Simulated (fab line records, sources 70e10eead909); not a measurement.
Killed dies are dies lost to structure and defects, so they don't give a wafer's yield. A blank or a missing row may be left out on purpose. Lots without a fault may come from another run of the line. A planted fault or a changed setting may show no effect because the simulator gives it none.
Chamber matching | flow nand_harc | NHARC_P_M1_STRIP_18 on rie_diel-05: 4 sister chambers
The step strips in N2/H2. 20 wafers are shown with their chamber, then 10 later ones without.

WAFERS WITH THEIR CHAMBER
wafer  | chamber | showerhead_plenum_p_Torr (Torr) | drypump_motor_current_A (A) | oes_product_au (a.u.)
L074.1 | 3       | 2.13                            | 5.0                         | 1.018
L074.3 | 0       | 1.93                            | 5.6                         | 1.001
L074.6 | 1       | 2.17                            | 6.3                         | 0.979
L075.3 | 1       | 2.16                            | 6.3                         | 0.988
L075.4 | 0       | 1.93                            | 5.6                         | 1.004
L075.5 | 3       | 2.13                            | 5.0                         | 1.024
L078.1 | 1       | 2.16                            | 6.3                         | 0.988
L078.3 | 2       | 2.12                            | 6.3                         | 1.017
L078.5 | 3       | 2.13                            | 5.0                         | 1.022
L079.2 | 0       | 1.93                            | 5.6                         | 0.997
L079.3 | 1       | 2.16                            | 6.3                         | 0.985
L079.4 | 3       | 2.13                            | 5.0                         | 1.000
L081.4 | 0       | 1.93                            | 5.6                         | 1.023
L081.5 | 2       | 2.12                            | 6.3                         | 0.987
L081.6 | 3       | 2.13                            | 5.0                         | 0.996
L085.3 | 0       | 1.93                            | 5.6                         | 1.022
L085.4 | 2       | 2.12                            | 6.3                         | 0.994
L085.6 | 2       | 2.12                            | 6.4                         | 0.999
L086.2 | 3       | 2.13                            | 5.0                         | 1.012
L086.3 | 0       | 1.93                            | 5.6                         | 1.022

SIGNATURES (means of the wafers above)
reading                  | chamber 0 | chamber 1 | chamber 2 | chamber 3 | scatter within a chamber
showerhead_plenum_p_Torr | 1.9300    | 2.1625    | 2.1200    | 2.1300    | 0.00217
drypump_motor_current_A  | 5.600     | 6.300     | 6.325     | 5.000     | 0.0217
oes_product_au           | 1.01150   | 0.98500   | 0.99925   | 1.01200   | 0.0111
Rule: a wafer's distance from a chamber is the root of the sum, over the readings, of the square of ((its reading less the chamber's mean) divided by the reading's scatter). The wafer belongs to the nearest chamber; if the next one is less than 2 further off, it can't be placed. The scatter: the root of (the sum of the squares of (reading less its chamber's mean) over the shown wafers, divided by (wafers less chambers)).

WAFERS WITHOUT THEIR CHAMBER
wafer  | showerhead_plenum_p_Torr (Torr) | drypump_motor_current_A (A) | oes_product_au (a.u.)
L086.4 | 2.12                            | 6.4                         | 0.989
L088.1 | 1.93                            | 5.6                         | 1.020
L088.2 | 2.12                            | 6.3                         | 1.001
L088.6 | 2.12                            | 6.3                         | 1.000
L095.1 | 2.13                            | 5.0                         | 1.009
L095.2 | 2.12                            | 6.3                         | 0.993
L095.4 | 2.12                            | 6.3                         | 0.996
L097.1 | 2.12                            | 6.3                         | 1.010
L097.2 | 2.13                            | 5.0                         | 1.018
L097.6 | 1.92                            | 5.6                         | 1.021

WHICH CHAMBER EACH WENT THROUGH
wafer  | from the rows above | in truth
L086.4 | 2                   | 2
L088.1 | 0                   | 0
L088.2 | 2                   | 2
L088.6 | 2                   | 2
L095.1 | 3                   | 3
L095.2 | 2                   | 2
L095.4 | 2                   | 2
L097.1 | 2                   | 2
L097.2 | 3                   | 3
L097.6 | 0                   | 0
Placed correctly: 10 of 10. Can't be placed from these rows: 0. Placed wrongly: 0.
